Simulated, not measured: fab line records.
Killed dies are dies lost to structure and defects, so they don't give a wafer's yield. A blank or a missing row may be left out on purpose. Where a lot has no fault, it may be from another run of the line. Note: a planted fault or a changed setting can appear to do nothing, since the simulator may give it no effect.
Chamber matching ; flow n5-finfet ; N5_BEOL_M2_ETCH_69 on rie-diel-03 has 4 sister chambers
The step etches SiARC in CF4, target depth 15.6 nm, time 26 s. 18 wafers are shown with their chamber, then 9 later ones without.

== WAFERS PAIRED WITH THEIR CHAMBERS ==
wafer;chamber;drypump-motor-current-A (A);showerhead-plenum-p-Torr (Torr);mfc-ar-sccm (sccm)
L077.2;0;5.5;2.03;99.44
L077.3;1;6.7;2.10;100.14
L077.6;0;5.5;2.03;99.53
L081.2;1;6.7;2.10;100.62
L081.3;2;5.9;2.09;100.37
L081.4;3;5.6;2.25;100.07
L088.1;2;5.9;2.09;100.25
L088.2;3;5.7;2.24;100.27
L088.6;1;6.8;2.09;100.20
L086.1;1;6.7;2.09;100.23
L086.3;3;5.6;2.24;100.62
L086.4;3;5.6;2.24;100.13
L089.1;2;5.9;2.09;100.10
L089.3;3;5.7;2.24;99.68
L089.5;1;6.7;2.09;100.14
L092.1;2;5.9;2.09;99.92
L092.2;0;5.5;2.27;99.64
L092.6;1;6.8;2.09;100.13

SIGNATURES (averages over the wafers above)
reading;chamber 0;chamber 1;chamber 2;chamber 3;scatter within a chamber
drypump-motor-current-A;5.500;6.733;5.900;5.640;0.0425
showerhead-plenum-p-Torr;2.1100;2.0933;2.0900;2.2420;0.0525
mfc-ar-sccm;99.5367;100.2433;100.1600;100.1540;0.235
Rule: a wafer lies at a distance from a chamber equal to the root of the sum of squares, over the readings, of (its reading less the chamber's mean, divided by the reading's scatter). If the next closest chamber is less than 2 further off than the closest, the wafer can't be placed; otherwise it belongs to the closest. The scatter is the square root of a quotient: the sum, over the shown wafers, of each reading's squared deviation from its chamber's mean, divided by wafers minus chambers.

== WAFERS WHOSE CHAMBER IS MISSING ==
wafer;drypump-motor-current-A (A);showerhead-plenum-p-Torr (Torr);mfc-ar-sccm (sccm)
L094.1;5.9;2.08;100.01
L094.5;5.6;2.24;99.90
L094.6;5.9;2.08;100.34
L095.2;5.9;2.08;99.42
L095.3;5.6;2.23;100.03
L095.5;5.6;2.23;100.23
L097.2;5.6;2.23;99.64
L097.3;6.7;2.09;100.12
L097.6;5.5;2.27;100.25

== THE CHAMBER EACH PASSED THROUGH ==
wafer;from the rows above;in truth
L094.1;2;2
L094.5;3;3
L094.6;2;2
L095.2;2;2
L095.3;3;3
L095.5;3;3
L097.2;can't be placed: 3 or 0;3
L097.3;1;1
L097.6;can't be placed: 3 or 0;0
7 of 9 placed correctly. Unplaceable from these rows: 2, with the true chamber sitting among the candidates in 2. Number placed wrongly: 0.
